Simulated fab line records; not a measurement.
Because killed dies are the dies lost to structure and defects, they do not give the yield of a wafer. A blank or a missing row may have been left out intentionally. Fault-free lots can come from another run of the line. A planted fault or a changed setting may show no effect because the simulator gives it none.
Struck lot and sound lot, side by side	flow nand-harc	15 out of 1302 route steps
Sound: wafers L844.1, L844.5, L844.6. Wafers L851.1, L851.3, L851.6 were the ones struck. The cause comes at the end.
Each step with rows lists, per side, the tool, then ch with its chambers, then its first start. Under that, the readings that differ: sound wafers	struck wafers	difference of the means	sigmas: that difference in standard deviations of wafers without a fault.
alike: readings whose means differ by less than 2 such deviations, and words and numbers that are the same on both sides. not compared: withheld readings, readings that some wafer has no value for, bounds like >300 that may hide the same value, and numbers for which the record gives no deviation and whose values overlap.
Wherever a step has rows on one side only, a row that says differs or no value, or a row with sigmas, the two part there. Numbers that have no deviation but don't overlap get no sigmas and don't part them. Lack of a reading on every wafer of one side parts them only where that side has two or more wafers.

first, 1 step without rows for these wafers: NHARC_P_M0_DEVELOP_08 (develop time 35 s).
NHARC_P_M0_CD_MEAS_09: target cd 90 nm.
  sound on cd-sem-01 ch 0, day 6 17:22; struck on cd-sem-03 ch 0, day 9 14:10
  alike: cd-nm
NHARC_P_M0_OVL_MEAS_10: pitch 180 nm.
  sound: overlay-02 at day 6 17:27; struck: overlay-02 at day 9 14:15
  alike: overlay-x-nm, overlay-y-nm
NHARC_P_M0_INSPECT_11:
  sound: defect-inspect-01 at day 6 17:29; struck: defect-inspect-02 at day 9 14:17
  alike: raw-defect-count
NHARC_P_M0_DESCUM_14: chemistry O2, time 3 s.
  sound on rie-diel-11 ch 1,2, day 6 17:33; struck on rie-diel-11 ch 1,2, day 9 14:21
  alike: drypump-motor-current-A, oes-product-au, rf-vpp-V, showerhead-plenum-p-Torr, throttle-valve-pct
  not compared: rf-hours-counter-h
then, 1 step without rows for these wafers: NHARC_P_M0_ETCH_34 (etches the open film in N2/H2, target depth 40 nm, overetch 12 nm, time 43.94 s).
NHARC_P_M0_ETCH_15: etches the open film in C4F8/Ar, target depth 150 nm, overetch 15 nm, time 82.5 s.
  sound on rie-diel-11 ch 0,1,2; struck on rie-diel-11 ch 0,2,3
  alike: oes-product-au, rf-vpp-V
  not compared: rf-hours-counter-h
NHARC_P_M0_CD_MEAS_16:
  sound: cd-sem-03 at day 6 17:52; struck: cd-sem-01 at day 9 14:39
  alike: cd-nm
then, 2 steps without rows for these wafers: NHARC_P_M0_STRIP_18 (strips in N2/H2); NHARC_P_M0_STRIP_19 (strips in post etch residue remover, time 600 s).
NHARC_P_M0_DEGAS_28: time 60 s.
  sound: pvd-sputter-03 at day 6 18:31; struck: pvd-sputter-03 at day 9 15:16
  alike: heater-power-w
NHARC_P_M0_PRE_CLEAN_29: time 30 s.
  sound on pvd-sputter-03; struck on pvd-sputter-03
  alike: heater-power-w
NHARC_P_M0_PVD_20: deposits TaN, target thk 5 nm, time 8.06 s.
  sound: pvd-sputter-03 at day 6 18:39; struck: pvd-sputter-03 at day 9 15:39
  alike: throttle-valve-pct
NHARC_P_M0_PVD_21: deposits Cu, target thk 30 nm, time 20.49 s.
  sound on pvd-sputter-03; struck on pvd-sputter-03
  alike: throttle-valve-pct
NHARC_END_SORT_01:
  the record has rows for the sound wafers here (prober-02 ch 0, day 25 04:16) and none for the struck ones

WHERE THEY PART
NHARC_END_SORT_01 only, going by this record.

WHY: whatever the simulator had introduced
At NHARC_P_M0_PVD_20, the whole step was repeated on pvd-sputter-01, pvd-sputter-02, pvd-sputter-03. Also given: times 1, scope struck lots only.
